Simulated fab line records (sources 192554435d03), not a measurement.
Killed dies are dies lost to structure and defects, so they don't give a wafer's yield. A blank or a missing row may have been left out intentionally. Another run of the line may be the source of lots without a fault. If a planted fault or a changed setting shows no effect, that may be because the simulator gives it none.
Matching of chambers ; flow n5Finfet ; cmp-01 running N5_BEOL_M2_CMP_52: 4 sister chambers
The step polishes, stops on SiOC, t overpolish 6.8 s, target thk 40 nm. 8 wafers are shown with their chamber, then 10 later ones without.

WAFERS PAIRED WITH THEIR CHAMBERS
wafer;chamber;motorCurrentA (A);platenRpm (rpm)
L085.3;1;7.3;49.95
L085.6;1;7.0;49.98
L087.2;2;6.0;49.98
L087.6;2;6.2;49.99
L088.2;0;5.2;50.04
L088.5;3;5.5;49.97
L089.2;0;5.4;49.99
L089.4;3;5.8;49.99

WAFERS WITHOUT THEIR CHAMBER
wafer;motorCurrentA (A);platenRpm (rpm)
L089.6;5.2;50.03
L091.2;5.2;49.95
L091.4;6.4;50.01
L091.6;6.3;50.07
L090.1;6.4;50.01
L090.5;7.3;49.99
L090.6;5.2;49.95
L097.1;6.2;50.09
L097.4;5.4;50.06
L097.5;7.1;49.99

CHAMBER TAKEN BY EACH
wafer;from the rows above;in truth
L089.6;0;0
L091.2;can't be placed: 3 or 0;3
L091.4;2;2
L091.6;can't be placed: 2 or 3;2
L090.1;2;2
L090.5;1;1
L090.6;can't be placed: 3 or 0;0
L097.1;can't be placed: 2 or 3 or 0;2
L097.4;can't be placed: 0 or 3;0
L097.5;1;1
Correctly placed: 5 of 10. These rows do not allow placing 5 (true chamber among the candidates in 5). Wrongly placed: 0.
How it was worked out, from the rows above alone: a wafer's distance from a chamber is the root of the sum, over the readings, of the square of ((its reading less the chamber's mean) divided by the reading's scatter). If the next closest chamber is less than 2 further off than the closest, the wafer can't be placed; otherwise it belongs to the closest. A chamber's mean is the mean of its shown wafers. The scatter is the square root of a quotient: the sum, over the shown wafers, of each reading's squared deviation from its chamber's mean, divided by wafers minus chambers.
